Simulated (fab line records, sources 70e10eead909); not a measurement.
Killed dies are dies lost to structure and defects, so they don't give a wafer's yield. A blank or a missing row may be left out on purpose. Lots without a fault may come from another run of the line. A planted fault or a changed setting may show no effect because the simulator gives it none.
Chamber matching | flow nand_harc | NHARC_A_CONTACT_ETCH_91 on rie_diel-07: 4 sister chambers
The step etches the open film in CH3F/O2, target depth 40 nm, time 85.7 s. 18 wafers are shown with their chamber, then 9 later ones without.

WAFERS WITH THEIR CHAMBER
wafer  | chamber | drypump_motor_current_A (A) | showerhead_plenum_p_Torr (Torr) | rf_vpp_V (V)
L075.1 | 3       | 5.44                        | 2.45                            | 243.3
L075.2 | 1       | 5.60                        | 2.46                            | 243.6
L075.5 | 1       | 5.62                        | 2.46                            | 244.5
L077.1 | 2       | 5.63                        | 2.51                            | 244.8
L077.2 | 3       | 5.47                        | 2.45                            | 244.0
L077.6 | 1       | 5.64                        | 2.46                            | 243.1
L074.1 | 2       | 5.63                        | 2.51                            | 244.3
L074.4 | 0       | 5.72                        | 2.53                            | 246.1
L074.6 | 1       | 5.62                        | 2.46                            | 244.0
L085.1 | 2       | 5.63                        | 2.50                            | 246.4
L085.3 | 3       | 5.45                        | 2.44                            | 245.4
L085.5 | 3       | 5.46                        | 2.44                            | 244.4
L089.3 | 1       | 5.62                        | 2.45                            | 244.7
L089.4 | 0       | 5.71                        | 2.52                            | 246.3
L089.5 | 2       | 5.60                        | 2.50                            | 245.9
L090.1 | 1       | 5.59                        | 2.45                            | 244.0
L090.3 | 2       | 5.63                        | 2.50                            | 245.9
L090.4 | 0       | 5.70                        | 2.52                            | 244.4

SIGNATURES (means of the wafers above)
reading                  | chamber 0 | chamber 1 | chamber 2 | chamber 3 | scatter within a chamber
drypump_motor_current_A  | 5.7100    | 5.6150    | 5.6240    | 5.4550    | 0.0146
showerhead_plenum_p_Torr | 2.5233    | 2.4567    | 2.5040    | 2.4450    | 0.00548
rf_vpp_V                 | 245.600   | 243.983   | 245.460   | 244.275   | 0.813
Rule: a wafer's distance from a chamber is the root of the sum, over the readings, of the square of ((its reading less the chamber's mean) divided by the reading's scatter). The wafer belongs to the nearest chamber; if the next one is less than 2 further off, it can't be placed. The scatter: the root of (the sum of the squares of (reading less its chamber's mean) over the shown wafers, divided by (wafers less chambers)).

WAFERS WITHOUT THEIR CHAMBER
wafer  | drypump_motor_current_A (A) | showerhead_plenum_p_Torr (Torr) | rf_vpp_V (V)
L092.1 | 5.63                        | 2.50                            | 245.4
L092.4 | 5.60                        | 2.45                            | 243.7
L092.5 | 5.63                        | 2.50                            | 244.8
L096.1 | 5.47                        | 2.44                            | 244.7
L096.3 | 5.65                        | 2.50                            | 244.4
L096.4 | 5.61                        | 2.45                            | 244.4
L095.1 | 5.60                        | 2.45                            | 244.5
L095.2 | 5.70                        | 2.52                            | 244.7
L095.3 | 5.62                        | 2.50                            | 243.0

WHICH CHAMBER EACH WENT THROUGH
wafer  | from the rows above | in truth
L092.1 | 2                   | 2
L092.4 | 1                   | 1
L092.5 | 2                   | 2
L096.1 | 3                   | 3
L096.3 | 2                   | 2
L096.4 | 1                   | 1
L095.1 | 1                   | 1
L095.2 | 0                   | 0
L095.3 | 2                   | 2
Placed correctly: 9 of 9. Can't be placed from these rows: 0. Placed wrongly: 0.
